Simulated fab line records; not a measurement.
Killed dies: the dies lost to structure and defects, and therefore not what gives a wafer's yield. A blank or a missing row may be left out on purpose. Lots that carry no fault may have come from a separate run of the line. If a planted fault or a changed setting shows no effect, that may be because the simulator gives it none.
Which tool was responsible? || flow n5-finfet || Sampling: 11 lots, 33 wafers, 5 of 1938 route steps

== WHAT EACH GAUGE READ, for each wafer ==
N5_GATE_CUT_OVL_MEAS_14.
{"lot": "L075", "measured": "day 4 16:38", "on": "overlay-01", "GATE_CUT_OVL (nm)": "0.6 0.4 -0.1"}
{"lot": "L078", "measured": "day 5 13:47", "on": "overlay-01", "GATE_CUT_OVL (nm)": "0.2 -0.2 0.4"}
{"lot": "L080", "measured": "day 5 23:29", "on": "overlay-01", "GATE_CUT_OVL (nm)": "0.0 -0.5 0.0"}
{"lot": "L082", "measured": "day 6 09:44", "on": "overlay-01", "GATE_CUT_OVL (nm)": "0.9 -0.6 0.2"}
{"lot": "L084", "measured": "day 6 23:34", "on": "overlay-01", "GATE_CUT_OVL (nm)": "1.0 -0.5 1.3"}
{"lot": "L086", "measured": "day 7 13:10", "on": "overlay-01", "GATE_CUT_OVL (nm)": "0.9 0.7 -0.1"}
{"lot": "L090", "measured": "day 8 08:25", "on": "overlay-01", "GATE_CUT_OVL (nm)": "-0.2 0.8 0.3"}
{"lot": "L091", "measured": "day 8 15:52", "on": "overlay-01", "GATE_CUT_OVL (nm)": "-0.2 0.1 -0.9"}
{"lot": "L093", "measured": "day 9 06:10", "on": "overlay-01", "GATE_CUT_OVL (nm)": "0.2 -0.5 0.7"}
{"lot": "L095", "measured": "day 9 16:20", "on": "overlay-01", "GATE_CUT_OVL (nm)": "0.0 -0.7 -0.8"}
{"lot": "L097", "measured": "day 10 05:35", "on": "overlay-01", "GATE_CUT_OVL (nm)": "-1.2 -0.4 -0.6"}

== TOOL THAT RAN EACH LOT (tool first, then ch and the chambers of the sampled wafers, then the start) ==
{"lot": "L075", "N5_HKMG_FIN_STRIP_90": "rie-diel-04 ch 0,1,3, day 4 10:48", "N5_HKMG_FIN_ALD_21": "ald-metal-01 ch 0,3, day 4 11:41", "N5_GATE_CUT_STRIP_59": "rie-diel-03 ch 1,2,3, day 4 13:22", "N5_GATE_CUT_HM_DEP_46": "pecvd-01 ch 0,1,2, day 4 16:16"}
{"lot": "L078", "N5_HKMG_FIN_STRIP_90": "rie-diel-02 ch 0,1,3, day 5 08:14", "N5_HKMG_FIN_ALD_21": "ald-metal-04 ch 2,3, day 5 08:56", "N5_GATE_CUT_STRIP_59": "rie-diel-05 ch 1,3, day 5 10:36", "N5_GATE_CUT_HM_DEP_46": "pecvd-03 ch 0,1,2, day 5 13:25"}
{"lot": "L080", "N5_HKMG_FIN_STRIP_90": "rie-diel-04 ch 0,1, day 5 17:56", "N5_HKMG_FIN_ALD_21": "ald-metal-04 ch 2,3, day 5 18:37", "N5_GATE_CUT_STRIP_59": "rie-diel-01 ch 0,1,2, day 5 20:18", "N5_GATE_CUT_HM_DEP_46": "pecvd-01 ch 1,2, day 5 23:07"}
{"lot": "L082", "N5_HKMG_FIN_STRIP_90": "rie-diel-06 ch 0,3, day 6 03:37", "N5_HKMG_FIN_ALD_21": "ald-metal-03 ch 0,1,3, day 6 04:17", "N5_GATE_CUT_STRIP_59": "rie-diel-03 ch 0,1,2, day 6 05:58", "N5_GATE_CUT_HM_DEP_46": "pecvd-03 ch 0,1,2, day 6 09:14"}
{"lot": "L084", "N5_HKMG_FIN_STRIP_90": "rie-diel-02 ch 1,2, day 6 17:44", "N5_HKMG_FIN_ALD_21": "ald-metal-01 ch 0,1, day 6 18:33", "N5_GATE_CUT_STRIP_59": "rie-diel-01 ch 0,2, day 6 20:13", "N5_GATE_CUT_HM_DEP_46": "pecvd-01 ch 1,2, day 6 23:04"}
{"lot": "L086", "N5_HKMG_FIN_STRIP_90": "rie-diel-02 ch 0,2,3, day 7 07:17", "N5_HKMG_FIN_ALD_21": "ald-metal-03 ch 1,2,3, day 7 07:59", "N5_GATE_CUT_STRIP_59": "rie-diel-05 ch 0,1,3, day 7 09:39", "N5_GATE_CUT_HM_DEP_46": "pecvd-01 ch 1,2, day 7 12:39"}
{"lot": "L090", "N5_HKMG_FIN_STRIP_90": "rie-diel-02 ch 2,3, day 8 02:43", "N5_HKMG_FIN_ALD_21": "ald-metal-03 ch 0,1, day 8 03:26", "N5_GATE_CUT_STRIP_59": "rie-diel-03 ch 1,3, day 8 05:06", "N5_GATE_CUT_HM_DEP_46": "pecvd-03 ch 0,2, day 8 07:56"}
{"lot": "L091", "N5_HKMG_FIN_STRIP_90": "rie-diel-04 ch 0,1,3, day 8 10:12", "N5_HKMG_FIN_ALD_21": "ald-metal-03 ch 0,1,2, day 8 10:53", "N5_GATE_CUT_STRIP_59": "rie-diel-05 ch 0,1,2, day 8 12:39", "N5_GATE_CUT_HM_DEP_46": "pecvd-01 ch 0,1,2, day 8 15:29"}
{"lot": "L093", "N5_HKMG_FIN_STRIP_90": "rie-diel-02 ch 0,2,3, day 9 00:25", "N5_HKMG_FIN_ALD_21": "ald-metal-03 ch 1,2, day 9 01:07", "N5_GATE_CUT_STRIP_59": "rie-diel-05 ch 0,1,2, day 9 02:55", "N5_GATE_CUT_HM_DEP_46": "pecvd-03 ch 1,2, day 9 05:47"}
{"lot": "L095", "N5_HKMG_FIN_STRIP_90": "rie-diel-04 ch 0,2,3, day 9 10:28", "N5_HKMG_FIN_ALD_21": "ald-metal-01 ch 0,2,3, day 9 11:08", "N5_GATE_CUT_STRIP_59": "rie-diel-01 ch 0,2,3, day 9 12:53", "N5_GATE_CUT_HM_DEP_46": "pecvd-03 ch 0,2, day 9 15:49"}
{"lot": "L097", "N5_HKMG_FIN_STRIP_90": "rie-diel-02 ch 1,2,3, day 9 23:26", "N5_HKMG_FIN_ALD_21": "ald-metal-01 ch 1,2, day 10 00:07", "N5_GATE_CUT_STRIP_59": "rie-diel-03 ch 1,2,3, day 10 02:24", "N5_GATE_CUT_HM_DEP_46": "pecvd-04 ch 1,2, day 10 05:13"}
- N5_HKMG_FIN_STRIP_90: strips SOC in N2/H2, time 20 s.
- N5_HKMG_FIN_ALD_21: deposits TiN, target thk 1.5 nm, pulse time 1 s, purge time 3 s.
- N5_GATE_CUT_STRIP_59: strips in N2/H2, time 20 s.
- N5_GATE_CUT_HM_DEP_46: deposits SiO2 from TEOS/O2, target thk 130 nm, time 26.6 s.

== THE ANSWER, worked out from the rows above alone ==
Rule: usual is defined by the lots themselves. Put in order of their means at a reading, lots are off if they are a third of the lots or fewer, leave a main group of 4 or more, and stand apart from it by a gap of 3 or more times the standard deviation of the main group's means; of several such gaps the widest counts. A main group is skipped when, at the precision printed for the reading in the tables above, its means are all equal. Also off: a lot with no number at a reading for which 4 or more lots have one. Any other lot the step has rows for is counted as sound.
Across all readings shown, no lot is off: no conclusion can be drawn from this.

== WHAT HAD BEEN PUT IN BY THE SIMULATOR ==
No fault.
